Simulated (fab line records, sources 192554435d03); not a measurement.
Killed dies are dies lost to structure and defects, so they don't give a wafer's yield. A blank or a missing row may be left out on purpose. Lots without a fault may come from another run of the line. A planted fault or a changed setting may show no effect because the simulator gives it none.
Chamber matching | flow n5_finfet | N5_HKMG_FIN_PWFM_ALD_03 on ald_metal-04: 4 sister chambers
The step deposits TiN, target thk 2 nm, pulse time 1 s, purge time 3 s. 33 wafers are shown with their chamber, then 12 later ones without.

WAFERS WITH THEIR CHAMBER
wafer  | chamber | heater_power_w (W) | precursor_pulse_height_rel
L075.1 | 3       | 863                | 1.015
L075.2 | 2       | 791                | 1.008
L075.3 | 1       | 968                | 1.001
L075.4 | 0       | 787                | 0.963
L075.5 | 2       | 773                | 0.957
L075.6 | 1       | 976                | 0.994
L078.3 | 3       | 893                | 0.985
L078.4 | 2       | 756                | 1.011
L078.6 | 3       | 889                | 0.998
L080.1 | 0       | 783                | 1.000
L080.3 | 1       | 964                | 1.003
L080.5 | 0       | 803                | 1.014
L082.1 | 3       | 875                | 0.970
L082.4 | 2       | 766                | 0.990
L082.5 | 3       | 870                | 0.964
L083.2 | 1       | 964                | 0.985
L083.5 | 3       | 877                | 1.013
L083.6 | 0       | 815                | 0.970
L084.1 | 0       | 796                | 0.985
L084.2 | 2       | 758                | 0.963
L084.3 | 1       | 955                | 0.988
L084.4 | 3       | 879                | 1.031
L084.5 | 1       | 952                | 1.022
L084.6 | 2       | 768                | 0.997
L086.1 | 2       | 787                | 1.012
L086.2 | 0       | 807                | 1.020
L086.3 | 1       | 952                | 1.018
L086.4 | 3       | 865                | 1.028
L086.5 | 2       | 768                | 0.950
L086.6 | 1       | 959                | 1.009
L087.3 | 3       | 873                | 1.021
L087.4 | 1       | 994                | 1.029
L087.6 | 2       | 759                | 0.996

SIGNATURES (means of the wafers above)
reading                    | chamber 0 | chamber 1 | chamber 2 | chamber 3 | scatter within a chamber
heater_power_w             | 798.50    | 964.89    | 769.56    | 876.00    | 12.1
precursor_pulse_height_rel | 0.99200   | 1.00544   | 0.98711   | 1.00278   | 0.0221
Rule: a wafer's distance from a chamber is the root of the sum, over the readings, of the square of ((its reading less the chamber's mean) divided by the reading's scatter). The wafer belongs to the nearest chamber; if the next one is less than 2 further off, it can't be placed. The scatter: the root of (the sum of the squares of (reading less its chamber's mean) over the shown wafers, divided by (wafers less chambers)).

WAFERS WITHOUT THEIR CHAMBER
wafer  | heater_power_w (W) | precursor_pulse_height_rel
L089.1 | 774                | 0.999
L089.2 | 965                | 1.000
L089.4 | 886                | 1.034
L090.1 | 949                | 0.999
L090.2 | 749                | 0.978
L090.3 | 778                | 0.967
L092.1 | 791                | 1.020
L092.2 | 898                | 0.978
L092.3 | 780                | 1.016
L095.2 | 808                | 0.994
L095.3 | 964                | 1.013
L095.6 | 975                | 1.012

WHICH CHAMBER EACH WENT THROUGH
wafer  | from the rows above     | in truth
L089.1 | can't be placed: 2 or 0 | 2
L089.2 | 1                       | 1
L089.4 | 3                       | 3
L090.1 | 1                       | 1
L090.2 | 2                       | 2
L090.3 | can't be placed: 2 or 0 | 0
L092.1 | can't be placed: 0 or 2 | 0
L092.2 | 3                       | 3
L092.3 | can't be placed: 2 or 0 | 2
L095.2 | 0                       | 0
L095.3 | 1                       | 1
L095.6 | 1                       | 1
Placed correctly: 8 of 12. Can't be placed from these rows: 4 (the true chamber is among the candidates in 4). Placed wrongly: 0.
